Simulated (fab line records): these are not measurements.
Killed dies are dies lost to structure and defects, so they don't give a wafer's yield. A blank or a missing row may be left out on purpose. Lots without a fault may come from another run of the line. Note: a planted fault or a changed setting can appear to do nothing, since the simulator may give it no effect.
Matching of chambers | flow n5_finfet | N5_FIN_CUT_STRIP_24 on rie_diel-02: 4 sister chambers
The step strips in CF4. 4 wafers are shown with their chamber, then 7 later ones without.

## EACH WAFER AND ITS CHAMBER
wafer  | chamber | showerhead_plenum_p_Torr (Torr)
L088.4 | 3       | 1.85
L088.6 | 0       | 1.80
L089.1 | 2       | 1.76
L089.5 | 1       | 1.67

## WAFERS MISSING THEIR CHAMBER
wafer  | showerhead_plenum_p_Torr (Torr)
L089.6 | 1.76
L090.1 | 1.80
L090.3 | 1.76
L090.4 | 1.84
L093.1 | 1.84
L093.3 | 1.80
L093.4 | 1.80

## WHICH CHAMBER EACH ONE RAN IN
wafer  | from the rows above | in truth
L089.6 | 2                   | 2
L090.1 | 0                   | 0
L090.3 | 2                   | 2
L090.4 | 3                   | 3
L093.1 | 3                   | 3
L093.3 | 0                   | 0
L093.4 | 0                   | 0
7 of 7 placed correctly. Can't be placed from these rows: 0. 0 placed wrongly.
How it was worked out, from the rows above alone: a wafer's distance from a chamber is the root of the sum, over the readings, of the square of ((its reading less the chamber's mean) divided by the reading's scatter). If the next closest chamber is less than 2 further off than the closest, the wafer can't be placed; otherwise it belongs to the closest. The mean given for a chamber averages the wafers shown for that chamber. The scatter (one wafer shown for each chamber): square how far every hidden wafer sits from the nearest shown wafer, average those squares and take the square root.
